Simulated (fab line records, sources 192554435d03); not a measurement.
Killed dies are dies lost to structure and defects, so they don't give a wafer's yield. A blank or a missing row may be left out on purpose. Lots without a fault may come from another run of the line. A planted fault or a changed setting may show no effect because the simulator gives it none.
Split-lot experiment | flow n5_finfet | 7 lots, 21 wafers read, on a route of 1938 steps

THE SPLIT
At N5_BEOL_M8_COAT_22 (resist thk 30 nm), the setting spin_rpm was moved away from the recipe's 1500 rpm on 5 of the 21 wafers read, by -10.9% to -8.3%. The other wafers ran this setting at the recipe's value.

FROM THE SPLIT TO THE READING: what the file shows between them, 4 steps
- N5_BEOL_M8_EBR_24
- N5_BEOL_M8_SOFTBAKE_23: time 60 s
- N5_BEOL_M8_EXPOSE_25: exposes mask V7, target cd 40 nm
- N5_BEOL_M8_PEB_26: peb time 60 s

THE READING
CAR-EUV_of_BEOL_M8_COAT_22.thk_nm (the simulator's own value, which no gauge read), in nm, at N5_BEOL_M8_DEVELOP_27 (develop time 30 s). The file gives no usual value for it. The 16 wafers here that ran the recipe average 29.5 nm, standard deviation 0.099 nm.

wafer  | tool, chamber at the split | spin_rpm as run, rpm | against the recipe | CAR-EUV_of_BEOL_M8_COAT_22.thk_nm, nm | against lot-mates on the recipe
L074.2 | litho_track-01, 0          | 1500                 | recipe             | 29.4                                  | -
L074.3 | litho_track-01, 0          | 1500                 | recipe             | 29.4                                  | -
L074.6 | litho_track-01, 0          | 1361                 | -9.3%              | 31                                    | +1.6
L075.1 | litho_track-03, 0          | 1500                 | recipe             | 29.6                                  | -
L075.4 | litho_track-03, 0          | 1500                 | recipe             | 29.4                                  | -
L075.6 | litho_track-03, 0          | 1500                 | recipe             | 29.4                                  | -
L086.3 | litho_track-04, 0          | 1500                 | recipe             | 29.6                                  | -
L086.5 | litho_track-04, 0          | 1500                 | recipe             | 29.6                                  | -
L086.6 | litho_track-04, 0          | 1500                 | recipe             | 29.6                                  | -
L088.2 | litho_track-01, 0          | 1500                 | recipe             | 29.4                                  | -
L088.3 | litho_track-01, 0          | 1354                 | -9.7%              | 31                                    | +1.6
L088.6 | litho_track-01, 0          | 1354                 | -9.7%              | 31                                    | +1.6
L089.1 | litho_track-03, 0          | 1337                 | -10.9%             | 31.2                                  | +1.7
L089.4 | litho_track-03, 0          | 1500                 | recipe             | 29.4                                  | -
L089.6 | litho_track-03, 0          | 1500                 | recipe             | 29.6                                  | -
L096.1 | litho_track-04, 0          | 1375                 | -8.3%              | 30.8                                  | +1.2
L096.2 | litho_track-04, 0          | 1500                 | recipe             | 29.6                                  | -
L096.6 | litho_track-04, 0          | 1500                 | recipe             | 29.6                                  | -
L095.1 | litho_track-01, 0          | 1500                 | recipe             | 29.4                                  | -
L095.3 | litho_track-01, 0          | 1500                 | recipe             | 29.4                                  | -
L095.4 | litho_track-01, 0          | 1500                 | recipe             | 29.4                                  | -

THE FIT
A straight line over all 21 wafers: CAR-EUV_of_BEOL_M8_COAT_22.thk_nm changes by -0.158 nm for each +1% of spin_rpm; r = -0.99; the points scatter about the line by 0.092 nm.
The same after taking each lot's own level away (the mean of its wafers on the recipe; 21 wafers): -0.161 nm for each +1%; r = -1.00; scatter 0.066 nm.
On that fit, the largest move of spin_rpm shifts the reading by 1.7 nm.
The lots' own levels span 29.40 to 29.60 nm, that is 2.0 times the standard deviation above.
So the lot-to-lot level changes the slope little: the two slopes agree.
Check: with one of the wafers moved furthest among these (-10.9%) left out of the fit, the line predicts +1.76 nm for it against its lot-mates. It came out at +1.7 nm against them.

OTHER SPLITS ON THESE WAFERS
These wafers also went through other splits before the reading. Each is held against what the fit with the lots' levels taken away leaves over:
other split on the same wafers | wafers away from the commonest value | r with CAR-EUV_of_BEOL_M8_COAT_22.thk_nm (lot level and that fit taken away)
N5_BEOL_M6_ILD_DEP_00 time_s   | 10                                   | -0.09
N5_BEOL_M6_PECVD_70 temp_c     | 8                                    | +0.23
N5_BEOL_M7_EXPOSE_25 dose_mj   | 8                                    | -0.06
N5_BEOL_M7_ETCH_66 time_s      | 8                                    | -0.09
N5_BEOL_M8_COAT_63 spin_rpm    | 8                                    | -0.03

THE WHOLE CHAIN: every reading that the file lists as answering this split, in the file's order
step                  | what it does      | reading                                                                            | change (the file's fit)               | r (the file's)
N5_BEOL_M8_COAT_22    | resist thk 30 nm  | CAR-EUV_of_BEOL_M8_COAT_22.thk_nm (the simulator's own value, which no gauge read) | -0.165 nm for each +1% of the setting | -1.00
N5_BEOL_M8_DEVELOP_27 | develop time 30 s | CAR-EUV_of_BEOL_M8_COAT_22.thk_nm (the simulator's own value, which no gauge read) | -0.16 nm for each +1% of the setting  | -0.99

THE FILE'S OWN FIT
CAR-EUV_of_BEOL_M8_COAT_22.thk_nm changes by -0.16 nm for each +1% of spin_rpm, r = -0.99.
